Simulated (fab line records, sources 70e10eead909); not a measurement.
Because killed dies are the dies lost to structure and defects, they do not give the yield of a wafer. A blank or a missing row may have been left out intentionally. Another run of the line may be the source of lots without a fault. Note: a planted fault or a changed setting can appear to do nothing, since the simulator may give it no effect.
Which tool did it? + flow nand harc + 6 lots with 18 wafers sampled at 5 steps, on a route of 1302 steps

== WHAT THE GAUGES SHOWED, per wafer ==
NHARC_END_SORT_01.
lot + measured + on + killed at array

== EACH LOT AND THE TOOL THAT RAN IT (in order: tool; ch and the chambers of the sampled wafers; start) ==
| lot  | NHARC_A_CHANNEL_HOLE_D2_ETCH_24  | NHARC_A_CHANNEL_HOLE_D2_ETCH_26  | NHARC_A_CHANNEL_FILL_D2_ETCHBACK_08           | NHARC_A_CHANNEL_FILL_D2_RTA_24   |
|------|----------------------------------|----------------------------------|-----------------------------------------------|----------------------------------|
| L200 | har etch-02 ch 0,1, day 13 23:55 | har etch-02 ch 0,1, day 14 01:34 | rie diel-05 ch 1,2,3, day 16 05:36 or earlier | rtp anneal-02 ch 0, day 16 05:36 |
| L207 | har etch-01 ch 0,1, day 17 02:55 | har etch-01 ch 0,1, day 17 04:35 | rie diel-06 ch 0,2,3, day 19 08:17 or earlier | rtp anneal-01 ch 0, day 19 08:17 |
| L213 | har etch-01 ch 0,1, day 19 09:44 | har etch-01 ch 0,1, day 19 11:18 | rie diel-12 ch 0,2,3, day 21 11:31 or earlier | rtp anneal-01 ch 0, day 21 11:31 |
| L216 | har etch-02 ch 0,1, day 20 12:19 | har etch-02 ch 0,1, day 20 13:59 | rie diel-06 ch 0,3, day 22 12:25 or earlier   | rtp anneal-01 ch 0, day 22 12:25 |
| L218 | har etch-01 ch 1, day 21 01:07   | har etch-01 ch 1, day 21 02:39   | rie diel-05 ch 0,1,2, day 23 02:58 or earlier | rtp anneal-01 ch 0, day 23 02:58 |
| L220 | har etch-02 ch 0,1, day 22 09:38 | har etch-02 ch 0,1, day 22 11:17 | rie diel-06 ch 1,3, day 24 12:14 or earlier   | rtp anneal-01 ch 0, day 24 12:14 |
- NHARC_A_CHANNEL_HOLE_D2_ETCH_24: etches the open film in C4F8/O2/Ar, time 906.2 s, target depth 1500 nm.
- NHARC_A_CHANNEL_HOLE_D2_ETCH_26: etches the open film in C4F8/O2/Ar, time 224.1 s, target depth 300 nm.
- NHARC_A_CHANNEL_FILL_D2_ETCHBACK_08: etches the open film in C4F8, target depth 220 nm, time 110 s.
- NHARC_A_CHANNEL_FILL_D2_RTA_24: time 5 s.

== THE ANSWER, worked out from the rows above alone ==
Rule: the usual values come from the lots themselves. The widest of any qualifying gaps counts: lots, ordered by their means at a reading, are off when they make up no more than a third of the lots, leave a main group of 4 or more, and stand apart from it by 3 or more times the standard deviation of that group's means. A main group is skipped when, at the precision printed for the reading in the tables above, its means are all equal. A lot without any number at a reading at which 4 lots or more have one is off too. All remaining lots with rows at the step are treated as sound.
No lot is off on any of the readings shown, so nothing can be concluded from this.

== WHAT THE SIMULATOR PUT IN ==
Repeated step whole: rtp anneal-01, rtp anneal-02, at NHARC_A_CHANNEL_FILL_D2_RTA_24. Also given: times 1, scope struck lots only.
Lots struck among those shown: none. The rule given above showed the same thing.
